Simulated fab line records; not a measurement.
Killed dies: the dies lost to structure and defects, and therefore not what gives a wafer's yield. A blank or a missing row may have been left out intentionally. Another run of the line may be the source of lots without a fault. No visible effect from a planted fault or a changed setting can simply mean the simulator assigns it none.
Split-lot study ; flow n5-finfet ; 21 wafers read from 7 lots, route of 1938 steps

== ON THE SPLIT ==
At N5_BEOL_M12_ETCH_68 (etches SOC in N2/H2, time 285 s), the setting time-s was moved away from the recipe's 285 s on 3 of the 21 wafers read, by -17.8% to +18.5%. All remaining wafers had this setting at the recipe value.

Reading taken at the split's own step.

== THE READING ==
SiARC_of_BEOL_M12_COAT_66.thk-nm (the simulator's own value, which no gauge read), in nm, at N5_BEOL_M12_ETCH_68 (etches SOC in N2/H2, time 285 s). There is no usual value for it anywhere in the file. Across the 18 wafers here that went through the recipe, the average is 85.5 nm and the standard deviation 0.67 nm.

wafer;tool, chamber at the split;time-s as run, s;against the recipe;SiARC_of_BEOL_M12_COAT_66.thk-nm, nm;against lot-mates on the recipe
L078.1;rie-diel-05, 1;285;recipe;85.4;-
L078.4;rie-diel-05, 2;285;recipe;86.2;-
L078.5;rie-diel-05, 3;285;recipe;86;-
L085.2;rie-diel-05, 2;285;recipe;87.2;-
L085.4;rie-diel-05, 3;285;recipe;86.6;-
L085.6;rie-diel-05, 0;285;recipe;85.8;-
L086.1;rie-diel-06, 1;285;recipe;85.6;-
L086.3;rie-diel-06, 2;285;recipe;85.2;-
L086.6;rie-diel-06, 2;285;recipe;85.2;-
L087.2;rie-diel-06, 1;324.1;+13.7%;82.2;-3.1
L087.3;rie-diel-06, 2;285;recipe;85;-
L087.6;rie-diel-06, 2;285;recipe;85.6;-
L091.2;rie-diel-06, 3;285;recipe;84.4;-
L091.3;rie-diel-06, 1;285;recipe;84.6;-
L091.4;rie-diel-06, 2;234.3;-17.8%;89.2;+4.7
L095.1;rie-diel-06, 0,1;285;recipe;85.6;-
L095.3;rie-diel-06, 0,1;285;recipe;85.6;-
L095.2;rie-diel-06, 2;285;recipe;85;-
L097.1;rie-diel-06, 2;285;recipe;84.8;-
L097.2;rie-diel-06, 0;285;recipe;85.6;-
L097.4;rie-diel-06, 1;337.8;+18.5%;80.4;-4.8
If several chambers appear in one row, that row covers several wafers at once and the file leaves open which wafer was in which chamber.

THE FIT
A straight line over all 21 wafers: SiARC_of_BEOL_M12_COAT_66.thk-nm changes by -0.242 nm for each +1% of time-s; r = -0.92; the points scatter about the line by 0.68 nm.
The same after taking each lot's own level away (the mean of its wafers on the recipe; 21 wafers): -0.254 nm for each +1%; r = -0.98; scatter 0.35 nm.
The reading moves by 4.7 nm for the largest change in time-s, on that fit.
The lots' own levels span 84.50 to 86.53 nm, that is 3.0 times the standard deviation above.
The two slopes are in agreement: the lot-to-lot level therefore moves the slope only a little.
Check: -4.6 nm against its lot-mates is what the line predicts for one of the wafers moved furthest among these (+18.5%) when that wafer is left out of the fit. It came out at -4.8 nm against them.

== THESE WAFERS: OTHER SPLITS ==
Other splits were also applied to these wafers ahead of the reading. Each is held against what the fit with the lots' levels taken away leaves over:
other split on the same wafers;wafers away from the commonest value;r with SiARC_of_BEOL_M12_COAT_66.thk-nm (lot level and that fit taken away)
N5_BEOL_M11_COAT_22 spin-rpm;4;+0.25

== THE FILE'S OWN FIT ==
SiARC_of_BEOL_M12_COAT_66.thk-nm changes by -0.254 nm for each +1% of time-s, r = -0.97.
